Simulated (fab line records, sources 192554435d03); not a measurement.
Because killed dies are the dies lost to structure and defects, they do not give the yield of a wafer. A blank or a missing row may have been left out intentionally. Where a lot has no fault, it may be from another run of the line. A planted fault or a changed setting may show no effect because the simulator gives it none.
The tool behind it: which one? | flow n5Finfet | Sampling: 21 lots, 63 wafers, 2 of 1938 route steps

## WHAT EACH GAUGE READ, for each wafer
N5_BEOL_M6_CD_MEAS_11 targets a cd of 38.5 nm.
lot  | measured     | on       | cdNm (nm)
L074 | day 8 03:45  | cdSem-03 | 38.6 38.2 38.5
L075 | day 8 18:34  | cdSem-02 | 38.3 38.5 38.7
L076 | day 9 04:19  | cdSem-01 | 39.3 39.2 39.1
L077 | day 9 04:31  | cdSem-01 | 38.6 38.8 38.4
L078 | day 9 20:21  | cdSem-03 | 38.4 38.0 39.0
L079 | day 9 23:41  | cdSem-01 | 39.2 39.2 39.6
L081 | day 10 03:31 | cdSem-01 | 39.1 38.4 39.4
L082 | day 11 00:07 | cdSem-02 | 38.5 38.4 38.5
L083 | day 11 01:55 | cdSem-01 | 38.1 38.1 37.5
L084 | day 11 05:05 | cdSem-01 | 38.6 38.6 38.4
L085 | day 11 05:19 | cdSem-03 | 39.2 38.6 38.8
L086 | day 11 09:07 | cdSem-02 | 39.4 38.4 38.8
L087 | day 11 10:01 | cdSem-03 | 38.8 38.7 38.9
L088 | day 12 04:49 | cdSem-03 | 38.4 38.4 38.6
L089 | day 12 08:22 | cdSem-01 | 38.6 38.8 39.0
L090 | day 12 12:47 | cdSem-01 | 38.9 38.1 37.9
L092 | day 13 14:09 | cdSem-02 | 38.8 38.7 38.4
L095 | day 13 21:01 | cdSem-01 | 39.0 39.5 39.1
L093 | day 14 02:01 | cdSem-02 | 38.9 39.0 38.6
L094 | day 14 04:55 | cdSem-03 | 38.9 38.9 38.7
L096 | day 14 16:13 | cdSem-03 | 38.8 38.2 38.7

N5_BEOL_M6_OVL_MEAS_12.
lot  | measured     | on         | M6_OVL (nm)
L074 | day 8 03:47  | overlay-02 | 0.0 1.0 -0.2
L075 | day 8 18:35  | overlay-01 | 1.0 0.8 2.0
L076 | day 9 04:21  | overlay-02 | -0.7 -0.8 -1.1
L077 | day 9 04:33  | overlay-02 | -2.1 -1.3 -1.7
L078 | day 9 20:23  | overlay-01 | -0.9 0.0 -0.6
L079 | day 9 23:43  | overlay-02 | -1.1 -0.7 -0.5
L081 | day 10 03:32 | overlay-02 | -1.1 -1.5 -1.4
L082 | day 11 00:09 | overlay-02 | 0.3 -1.1 -0.1
L083 | day 11 01:56 | overlay-02 | -0.1 -0.6 0.1
L084 | day 11 05:07 | overlay-01 | -1.0 -1.2 -0.4
L085 | day 11 05:20 | overlay-02 | -0.2 0.1 0.3
L086 | day 11 09:08 | overlay-02 | 0.1 -0.2 0.2
L087 | day 11 10:02 | overlay-01 | 0.2 0.0 0.8
L088 | day 12 04:51 | overlay-01 | -0.7 0.1 0.5
L089 | day 12 08:24 | overlay-02 | -0.4 -1.2 0.1
L090 | day 12 12:49 | overlay-02 | -0.2 0.0 -0.8
L092 | day 13 14:11 | overlay-01 | -0.8 -1.7 -2.0
L095 | day 13 21:02 | overlay-02 | -1.0 -0.8 -0.4
L093 | day 14 02:03 | overlay-01 | -0.9 0.0 -0.5
L094 | day 14 04:56 | overlay-02 | 0.3 -0.3 0.4
L096 | day 14 16:14 | overlay-01 | -0.9 -0.6 -1.5

## EACH LOT AND THE TOOL THAT RAN IT (in order: tool; ch and the chambers of the sampled wafers; start)
The record shows no process step preceding these readings.

## AS READ BY THE TOOLS THEMSELVES (means over the sampled wafers that have a number; for cases with no such wafer, the mark the record gives instead)
The record holds no such reading with a usual standard deviation.

## THE ANSWER, worked out from the rows above alone
Rule: what is usual is taken from the lots themselves. The widest of any qualifying gaps counts: lots, ordered by their means at a reading, are off when they make up no more than a third of the lots, leave a main group of 4 or more, and stand apart from it by 3 or more times the standard deviation of that group's means. Not used: any main group whose means are identical at the precision the tables above print for the reading. Also off: a lot with no number at a reading for which 4 or more lots have one. Any other lot the step has rows for is counted as sound. After the gauges, taken in route order, come the tools' own readings; for these a lot's mean is taken, as printed above. The first step at which some lot is off is used, and at that step the reading that is off furthest; a lot without a number counts as furthest.
None of the lots is off at any reading shown; this tells nothing.

## WHAT WAS PUT IN BY THE SIMULATOR
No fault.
